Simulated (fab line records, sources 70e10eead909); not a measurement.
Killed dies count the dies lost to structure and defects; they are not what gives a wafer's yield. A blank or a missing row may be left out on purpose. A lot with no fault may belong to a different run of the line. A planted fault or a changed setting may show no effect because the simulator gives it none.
Which tool is to blame? | flow nand_harc | route of 1159 steps, sampled at 1 step: 11 lots, 33 wafers

## WHAT EACH GAUGE READ, for each wafer
NHARC_P_BONDPAD_THK_MEAS_20: measures by xrf.
lot  | measured     | on            | thk_nm (nm)
L075 | day 6 21:34  | film_metro-02 | 162.3 162.6 163.2
L077 | day 7 13:21  | film_metro-02 | 161.4 161.4 161.2
L079 | day 7 20:04  | film_metro-01 | 160.0 160.1 162.1
L082 | day 8 08:06  | film_metro-02 | 161.9 160.1 158.4
L084 | day 9 02:42  | film_metro-01 | 162.2 161.6 162.1
L087 | day 9 16:02  | film_metro-01 | 160.8 159.9 162.0
L088 | day 10 06:41 | film_metro-01 | 163.3 162.7 160.2
L090 | day 10 15:48 | film_metro-02 | 160.2 160.7 159.6
L094 | day 11 05:50 | film_metro-02 | 162.6 157.9 160.6
L092 | day 11 15:23 | film_metro-01 | 163.1 160.1 163.1
L096 | day 11 22:46 | film_metro-02 | 162.5 164.2 163.2

## WHAT TOOL EACH LOT RAN ON (gives the tool, then ch and the chambers of the sampled wafers, and finally the start)
Record: no process step prior to these readings.

## THE ANSWER, worked out from the rows above alone
Rule: the lots themselves supply what counts as usual. The widest of any qualifying gaps counts: lots, ordered by their means at a reading, are off when they make up no more than a third of the lots, leave a main group of 4 or more, and stand apart from it by 3 or more times the standard deviation of that group's means. Not used: any main group whose means are identical at the precision the tables above print for the reading. A lot without any number at a reading at which 4 lots or more have one is off too. Where the step has rows for the other lots, those lots are counted as sound.
Across all readings shown, no lot is off: no conclusion can be drawn from this.

## WHAT WAS PUT IN BY THE SIMULATOR
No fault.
